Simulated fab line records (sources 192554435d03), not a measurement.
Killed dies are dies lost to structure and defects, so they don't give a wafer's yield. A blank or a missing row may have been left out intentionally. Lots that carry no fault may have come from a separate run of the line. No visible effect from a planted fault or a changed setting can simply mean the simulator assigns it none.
A struck lot beside a sound one || flow n5 finfet || 36 steps out of a route of 1938
Sound: these wafers, L657.1, L657.2, L657.4. Wafers struck: L674.2, L674.3, L674.4. The cause is given at the end.
Order at every step that has rows: each side's tool, ch and its chambers, its first start. Under that, the readings that differ: sound wafers || struck wafers || difference of the means || sigmas: that difference in standard deviations of wafers without a fault.
alike: readings whose means differ by less than 2 such deviations, and words and numbers that are the same on both sides. not compared: withheld readings, readings that some wafer has no value for, bounds like >300 that may hide the same value, and numbers for which the record gives no deviation and whose values overlap.
The two part at a step that has a row with sigmas, a row that says differs or no value, or rows on one side only. Non-overlapping numbers with no deviation appear without sigmas and do not part them. A reading that every wafer of one side lacks parts them only if that side has two wafers or more.

first, 9 steps without rows for these wafers: N5_BEOL_M4_ANNEAL_95 (time 240 s); N5_BEOL_M4_SPUTTER_96 (material Cu, target thk 4.5 nm, time 8.29 s); N5_BEOL_M4_ECD_50 (material Cu, target thk 300 nm); N5_BEOL_M4_ANNEAL_51 (time 90 s); N5_BEOL_M4_CMP_52 (polishes, stops on SiOC, t overpolish 6.8 s, target thk 40 nm); N5_BEOL_M4_PRE_CLEAN_60 (time 15 s); N5_BEOL_M4_CO_CAP_55 (material Co, precursor CCTBA/H2, target thk 2 nm, time 102.1 s); N5_BEOL_M4_PRE_CLEAN_56 (time 15 s); N5_BEOL_M4_DEP_57 (deposits SiCN from 3MS/NH3, target thk 8 nm, time 14 s).
N5_BEOL_M4_RC_MEAS_101:
  sound on prober-02 ch 0, day 8 20:43; struck on prober-01 ch 0, day 13 04:40
{"reading": "DIBL_N (mV/V)", "sound": "34.4 30.5 35.5", "struck": "38.8 38.7 35.1", "difference": "+4.1", "sigmas": "+2"}
{"reading": "IOFF_P (nA/um)", "sound": "0.18 0.13 0.21", "struck": "0.29 0.29 0.20", "difference": "+0.09", "sigmas": "+2"}
  alike: DIBL_P, IOFF_N, ION_N, ION_P, SS_N, SS_P, VT_N, VT_P
then, 24 steps without rows for these wafers: N5_BEOL_M5_ILD_DEP_00 (deposits SiCOH lowk from DEMS/porogen, target thk 140.64 nm, time 25.9 s); N5_BEOL_M5_CURE_79 (cures SiCOH lowk, time 240 s); N5_BEOL_M5_PECVD_70 (deposits SiO2 from TEOS/O2, target thk 16 nm, time 18 s); N5_BEOL_M5_HM_DEP_02 (deposits TiN, target thk 20 nm); N5_BEOL_M5_COAT_59 (time 60 s, resist thk 60 nm); N5_BEOL_M5_COAT_60 (time 60 s, resist thk 12 nm); N5_BEOL_M5_COAT_71 (time 60 s, resist thk 5 nm); N5_BEOL_M5_COAT_05 (resist thk 30 nm); N5_BEOL_M5_EBR_07; N5_BEOL_M5_SOFTBAKE_06 (time 60 s); N5_BEOL_M5_EXPOSE_08 (exposes mask M5, target cd 28 nm); N5_BEOL_M5_PEB_09 (peb time 60 s); N5_BEOL_M5_DEVELOP_10 (develop time 30 s); N5_BEOL_M5_DESCUM_16 (chemistry O2, time 7 s); N5_BEOL_M5_ETCH_72 (etches underlayer in N2/H2, target depth 6.5 nm, time 5.2 s); N5_BEOL_M5_ETCH_61 (etches SiARC in CF4, target depth 15.6 nm, time 26 s); N5_BEOL_M5_ETCH_62 (etches SOC in N2/H2, target depth 75 nm, overetch 15 nm, time 112.5 s); N5_BEOL_M5_STRIP_63 (strips in N2/H2); N5_BEOL_M5_STRIP_73 (strips in N2/H2); N5_BEOL_M5_STRIP_64 (strips in CF4); N5_BEOL_M5_HM_OPEN_17 (chemistry Cl2/BCl3, target TiN, target depth 20 nm, overetch 6 nm); N5_BEOL_M5_STRIP_19 (strips in O2); N5_BEOL_M5_COAT_65 (time 60 s, resist thk 60 nm); N5_BEOL_M5_COAT_66 (time 60 s, resist thk 12 nm).
N5_BEOL_M5_DEP_56: deposits SiCN from 3MS/NH3, target thk 8 nm, time 14 s.
  sound on pecvd-04 ch 0,2, day 9 10:31; struck on pecvd-03 ch 0,1,2, day 13 15:33
  no value came back on the struck wafers for chamber pressure Torr (Torr), rf fwd power W (W), showerhead plenum p Torr (Torr), throttle valve pct (%); on the sound wafers chamber pressure Torr (Torr) reads 3.006 3.001 3.009
-- record jumps: 4 days separate the struck wafers' starts on either side; left off in module BEOL_M5, taken up again in module PASSIVATION, whose first shown step is the route's number 1936 --
N5_PASSIVATION_PROBE_49:
  rows exist in the record for the struck wafers here (prober-01, day 17 13:53), but not for the sound ones

## WHERE THEY PART
At N5_BEOL_M4_RC_MEAS_101 first; at N5_PASSIVATION_PROBE_49 last (within this record only).

WHY: what had been put in by the simulator
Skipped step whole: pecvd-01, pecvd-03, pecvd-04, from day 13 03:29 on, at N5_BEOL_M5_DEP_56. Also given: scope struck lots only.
